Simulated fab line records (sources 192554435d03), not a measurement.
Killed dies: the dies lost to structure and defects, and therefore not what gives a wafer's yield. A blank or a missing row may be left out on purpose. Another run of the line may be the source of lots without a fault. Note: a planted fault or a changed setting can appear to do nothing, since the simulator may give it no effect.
Chamber matching / flow n5 finfet / N5_BEOL_M12_ETCH_59 on rie diel-01: 4 sister chambers
The step etches BARC in N2/H2, target depth 89 nm, overetch 26.7 nm, time 67.9 s. 22 wafers are shown with their chamber, then 11 later ones without.

WAFERS WITH THEIR CHAMBER
wafer=L074.2; chamber=0; throttle valve pct (%)=18.07; showerhead plenum p Torr (Torr)=2.57; drypump motor current A (A)=6.3
wafer=L074.3; chamber=1; throttle valve pct (%)=18.69; showerhead plenum p Torr (Torr)=2.51; drypump motor current A (A)=5.7
wafer=L074.4; chamber=2; throttle valve pct (%)=18.04; showerhead plenum p Torr (Torr)=2.65; drypump motor current A (A)=5.3
wafer=L078.2; chamber=3; throttle valve pct (%)=17.99; showerhead plenum p Torr (Torr)=2.55; drypump motor current A (A)=6.0
wafer=L078.3; chamber=2; throttle valve pct (%)=18.05; showerhead plenum p Torr (Torr)=2.65; drypump motor current A (A)=5.3
wafer=L078.4; chamber=1; throttle valve pct (%)=18.72; showerhead plenum p Torr (Torr)=2.51; drypump motor current A (A)=5.8
wafer=L077.3; chamber=3; throttle valve pct (%)=17.98; showerhead plenum p Torr (Torr)=2.55; drypump motor current A (A)=6.0
wafer=L077.5; chamber=0; throttle valve pct (%)=18.10; showerhead plenum p Torr (Torr)=2.57; drypump motor current A (A)=6.3
wafer=L077.6; chamber=3; throttle valve pct (%)=17.98; showerhead plenum p Torr (Torr)=2.55; drypump motor current A (A)=6.0
wafer=L080.1; chamber=2; throttle valve pct (%)=18.07; showerhead plenum p Torr (Torr)=2.65; drypump motor current A (A)=5.3
wafer=L080.3; chamber=0; throttle valve pct (%)=18.09; showerhead plenum p Torr (Torr)=2.57; drypump motor current A (A)=6.4
wafer=L080.4; chamber=1; throttle valve pct (%)=18.71; showerhead plenum p Torr (Torr)=2.51; drypump motor current A (A)=5.8
wafer=L079.1; chamber=3; throttle valve pct (%)=17.97; showerhead plenum p Torr (Torr)=2.55; drypump motor current A (A)=5.9
wafer=L079.2; chamber=0; throttle valve pct (%)=18.07; showerhead plenum p Torr (Torr)=2.57; drypump motor current A (A)=6.3
wafer=L079.6; chamber=0; throttle valve pct (%)=18.08; showerhead plenum p Torr (Torr)=2.57; drypump motor current A (A)=6.3
wafer=L084.2; chamber=0; throttle valve pct (%)=18.11; showerhead plenum p Torr (Torr)=2.56; drypump motor current A (A)=6.3
wafer=L084.3; chamber=3; throttle valve pct (%)=17.99; showerhead plenum p Torr (Torr)=2.54; drypump motor current A (A)=5.9
wafer=L084.6; chamber=3; throttle valve pct (%)=18.01; showerhead plenum p Torr (Torr)=2.54; drypump motor current A (A)=6.0
wafer=L086.2; chamber=3; throttle valve pct (%)=18.00; showerhead plenum p Torr (Torr)=2.54; drypump motor current A (A)=6.0
wafer=L086.3; chamber=2; throttle valve pct (%)=18.11; showerhead plenum p Torr (Torr)=2.64; drypump motor current A (A)=5.3
wafer=L086.6; chamber=3; throttle valve pct (%)=18.00; showerhead plenum p Torr (Torr)=2.54; drypump motor current A (A)=6.0
wafer=L089.1; chamber=3; throttle valve pct (%)=18.02; showerhead plenum p Torr (Torr)=2.54; drypump motor current A (A)=6.0

SIGNATURES, as means of the wafers listed above
reading=throttle valve pct; chamber 0=18.0867; chamber 1=18.7067; chamber 2=18.0675; chamber 3=17.9933; scatter within a chamber=0.0193
reading=showerhead plenum p Torr; chamber 0=2.5683; chamber 1=2.5100; chamber 2=2.6475; chamber 3=2.5444; scatter within a chamber=0.0046
reading=drypump motor current A; chamber 0=6.317; chamber 1=5.767; chamber 2=5.300; chamber 3=5.978; scatter within a chamber=0.0412
Rule: for each reading, subtract the chamber's mean from the wafer's reading, divide by that reading's scatter and square the result; add these up over the readings and take the root, which gives the wafer's distance from the chamber. The wafer belongs to the nearest chamber; if the next one is less than 2 further off, it can't be placed. How the scatter is found: for the shown wafers, subtract from each reading the mean of its chamber, square and add these, divide the total by (wafers less chambers), then take the root.

WAFERS MISSING THEIR CHAMBER
wafer=L089.2; throttle valve pct (%)=18.10; showerhead plenum p Torr (Torr)=2.64; drypump motor current A (A)=5.3
wafer=L089.3; throttle valve pct (%)=18.12; showerhead plenum p Torr (Torr)=2.56; drypump motor current A (A)=6.3
wafer=L088.1; throttle valve pct (%)=18.11; showerhead plenum p Torr (Torr)=2.64; drypump motor current A (A)=5.3
wafer=L088.5; throttle valve pct (%)=18.01; showerhead plenum p Torr (Torr)=2.54; drypump motor current A (A)=6.0
wafer=L088.6; throttle valve pct (%)=18.13; showerhead plenum p Torr (Torr)=2.56; drypump motor current A (A)=6.3
wafer=L094.3; throttle valve pct (%)=18.16; showerhead plenum p Torr (Torr)=2.55; drypump motor current A (A)=6.3
wafer=L094.4; throttle valve pct (%)=18.14; showerhead plenum p Torr (Torr)=2.63; drypump motor current A (A)=5.3
wafer=L094.6; throttle valve pct (%)=18.13; showerhead plenum p Torr (Torr)=2.63; drypump motor current A (A)=5.3
wafer=L096.4; throttle valve pct (%)=18.14; showerhead plenum p Torr (Torr)=2.63; drypump motor current A (A)=5.3
wafer=L096.5; throttle valve pct (%)=18.02; showerhead plenum p Torr (Torr)=2.53; drypump motor current A (A)=6.0
wafer=L096.6; throttle valve pct (%)=18.14; showerhead plenum p Torr (Torr)=2.55; drypump motor current A (A)=6.3

WHICH CHAMBER EACH WENT THROUGH
wafer=L089.2; from the rows above=2; in truth=2
wafer=L089.3; from the rows above=0; in truth=0
wafer=L088.1; from the rows above=2; in truth=2
wafer=L088.5; from the rows above=3; in truth=3
wafer=L088.6; from the rows above=0; in truth=0
wafer=L094.3; from the rows above=0; in truth=0
wafer=L094.4; from the rows above=2; in truth=2
wafer=L094.6; from the rows above=2; in truth=2
wafer=L096.4; from the rows above=2; in truth=2
wafer=L096.5; from the rows above=3; in truth=3
wafer=L096.6; from the rows above=0; in truth=0
Correct placement for 11 of the 11. Left unplaced by these rows: 0. 0 placed wrongly.
